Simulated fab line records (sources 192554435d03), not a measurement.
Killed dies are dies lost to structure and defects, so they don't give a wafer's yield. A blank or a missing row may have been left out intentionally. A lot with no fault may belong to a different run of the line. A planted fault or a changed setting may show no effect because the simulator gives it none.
A struck lot beside a sound one ; flow n5 finfet ; 41 steps out of a route of 1938
Sound: wafers L525.4, L525.5, L525.6. Struck: wafers L528.1, L528.4, L528.6. The cause is given at the end.
At each step with rows: each side's tool, then ch and its chambers, then its first start. Under that, the readings that differ: sound wafers ; struck wafers ; difference of the means ; sigmas: that difference in standard deviations of wafers without a fault.
alike: a reading whose means differ by less than 2 such deviations, as well as words and numbers matching on both sides. not compared: withheld readings; readings where some wafer has no value; bounds like >300 that might hide an equal value; numbers whose values overlap and for which the record gives no deviation.
The two part at a step that has a row with sigmas, a row that says differs or no value, or rows on one side only. Numbers that don't overlap but have no deviation are shown without sigmas and don't part them. A reading that every wafer of one side lacks parts them only if that side has two wafers or more.

first, 12 steps without rows for these wafers: N5_HKMG_FIN_STRIP_33 (strips in N2/H2); N5_HKMG_FIN_STRIP_34 (strips in CF4); N5_HKMG_FIN_ETCH_35 (etches SOC in N2/H2, target depth 215.8 nm, time 243.4 s); N5_HKMG_FIN_STRIP_92 (strips SOC in N2/H2, time 20 s); N5_HKMG_FIN_WET_ETCH_18 (etches TiN in SC1, time 55 s, target depth 5.2 nm, rinse time 30 s); N5_HKMG_FIN_STRIP_19 (strips in N2/H2, time 360 s); N5_HKMG_FIN_ALD_91 (deposits TiN, target thk 1 nm, pulse time 1 s, purge time 3 s); N5_HKMG_FIN_COAT_85 (time 60 s, resist thk 300 nm); N5_HKMG_FIN_ETCH_86 (etches SOC in N2/H2, stops on TiN, target depth 393.2 nm); N5_HKMG_FIN_STRIP_89 (strips SOC in N2/H2, time 20 s); N5_HKMG_FIN_WET_ETCH_87 (etches TiN in SC1, time 154.2 s, target depth 4.7 nm, rinse time 30 s); N5_HKMG_FIN_STRIP_88 (strips in N2/H2, time 360 s).
N5_HKMG_FIN_NWFM_ALD_20: deposits TiAlC, target thk 2 nm, pulse time 3 s, purge time 2 s.
  sound on ald metal-01 ch 1,2, day 7 09:05; struck on ald metal-01 ch 0,2, day 7 22:52
reading;sound;struck;difference;sigmas
susceptor temp C (C);300.10 299.97 299.67;307.74 307.38 307.88;+7.75;+35
  alike: heater power w, precursor pulse height rel
then, 26 steps without rows for these wafers: N5_HKMG_FIN_ALD_71 (deposits TiN, target thk 1 nm, pulse time 1 s, purge time 3 s); N5_HKMG_FIN_COAT_66 (time 60 s, resist thk 300 nm); N5_HKMG_FIN_ETCH_67 (etches SOC in N2/H2, stops on TiN, target depth 388.9 nm); N5_HKMG_FIN_STRIP_90 (strips SOC in N2/H2, time 20 s); N5_HKMG_FIN_WET_ETCH_73 (etches the open film in SC1, time 42.3 s, target depth 1.3 nm, rinse time 30 s); N5_HKMG_FIN_ETCHBACK_68 (etches the open film in Cl2/Ar, stops on HfO2, target depth 0.5 nm); N5_HKMG_FIN_STRIP_69 (strips in N2/H2, time 360 s); N5_HKMG_FIN_ALD_21 (deposits TiN, target thk 1.5 nm, pulse time 1 s, purge time 3 s); N5_HKMG_FIN_ALD_72 (deposits W, target thk 2 nm, pulse time 1 s, purge time 2 s); N5_HKMG_FIN_W_FILL_22 (material W, target thk 60 nm, time 18.2 s); N5_HKMG_FIN_PRECLEAN_83 (cleans in DIW, time 57.5 s); N5_HKMG_FIN_SRD_84 (dry time 32 s); N5_HKMG_FIN_CMP_23 (polishes, stops on SiNx, t overpolish 10 s, target thk 46.326 nm); N5_HKMG_FIN_CMP_94 (polishes, stops on SiNx, t overpolish 4.7 s, target thk 43.299 nm); N5_GATE_CUT_ETCHBACK_00 (etches W in SF6/Cl2); N5_GATE_CUT_ETCH_56 (etches TiN in Cl2/Ar, target depth 21.6 nm); N5_GATE_CUT_ETCHBACK_30 (etches TiN in Cl2/Ar, target depth 3 nm); N5_GATE_CUT_VAPOR_ETCH_60 (etches HfO2 in BCl3/Cl2); N5_GATE_CUT_ETCH_58 (etches SiNx in CH3F/O2, target depth 17 nm, time 128.6 s); N5_GATE_CUT_STRIP_59 (strips in N2/H2, time 20 s); N5_GATE_CUT_PRECLEAN_31 (cleans in DIW, time 300 s); N5_GATE_CUT_SRD_32 (time 30 s); N5_GATE_CUT_SAC_CAP_01 (material SiNx, target thk 24 nm, pulse time 1 s, ald cycles 480); N5_GATE_CUT_PECVD_57 (deposits SiNx from SiH4/NH3/N2, target thk 21 nm); N5_GATE_CUT_CMP_02 (polishes, stops on SiO2, t overpolish 12.7 s, target thk 0 nm); N5_GATE_CUT_HM_DEP_46 (deposits SiO2 from TEOS/O2, target thk 130 nm, time 26.6 s).
-- here the record skips 4 days between the struck wafers' starts before and after, leaving off in module GATE_CUT and picking up in module BEOL_M4 (first step shown: number 1111 of the route) --
N5_BEOL_M4_RC_MEAS_101:
  sound on prober-02 ch 0, day 11 05:56; struck on prober-02 ch 0, day 12 10:20
reading;sound;struck;difference;sigmas
IOFF_N (nA/um);0.147 0.139 0.165;0.244 0.242 0.249;+0.095;+4
IOFF_N_85C (nA/um);2.9 2.8 3.2;4.4 4.4 4.5;+1.5;+4
IOFF_N_LIN (nA/um);0.069 0.068 0.075;0.114 0.115 0.116;+0.044;+5
IOFF_N_LONG (nA/um);5.5e-05 5.49e-05 5.62e-05;7.92e-05 8.07e-05 7.82e-05;+2.40e-05;+12
ION_N (uA/um);664 669 677;694 710 696;+30;+3
VT_N (mV);249.5 252.9 250.8;236.2 237.2 238.3;-13.8;-5
VT_N_LONG (mV);275.6 278.1 276.1;263.3 263.4 261.3;-13.9;-8
VT_N_LVT (mV);98.7 99.5 98.5;87.1 86.4 86.6;-12.2;-5
  alike: DIBL_N, DIBL_P, IOFF_P, ION_P, SS_N, SS_P, VT_P
-- here the record skips 4 days between the struck wafers' starts before and after, leaving off in module BEOL_M4 and picking up in module PASSIVATION (first step shown: number 1936 of the route) --
N5_PASSIVATION_PROBE_49:
  struck on prober-01, day 16 18:00; sound on prober-02, day 15 13:32
  alike: defect limited yield, killed_at_M0_to_M3, killed_at_M4_up, killed at contacts, killed at front end, killed at other, killed dies, killed open, killed short, sort_bin_4_leakage, sort_bin_5_function, sort_bin_6_memory, sort n pass, sort yield pct

WHERE THEY PART
At N5_HKMG_FIN_NWFM_ALD_20 first; at N5_BEOL_M4_RC_MEAS_101 last (within this record only). Later steps at which nothing parts them and some readings are alike: N5_PASSIVATION_PROBE_49.

WHY: the cause the simulator had injected
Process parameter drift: ald metal-01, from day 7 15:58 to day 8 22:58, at N5_HKMG_FIN_NWFM_ALD_20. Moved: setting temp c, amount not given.
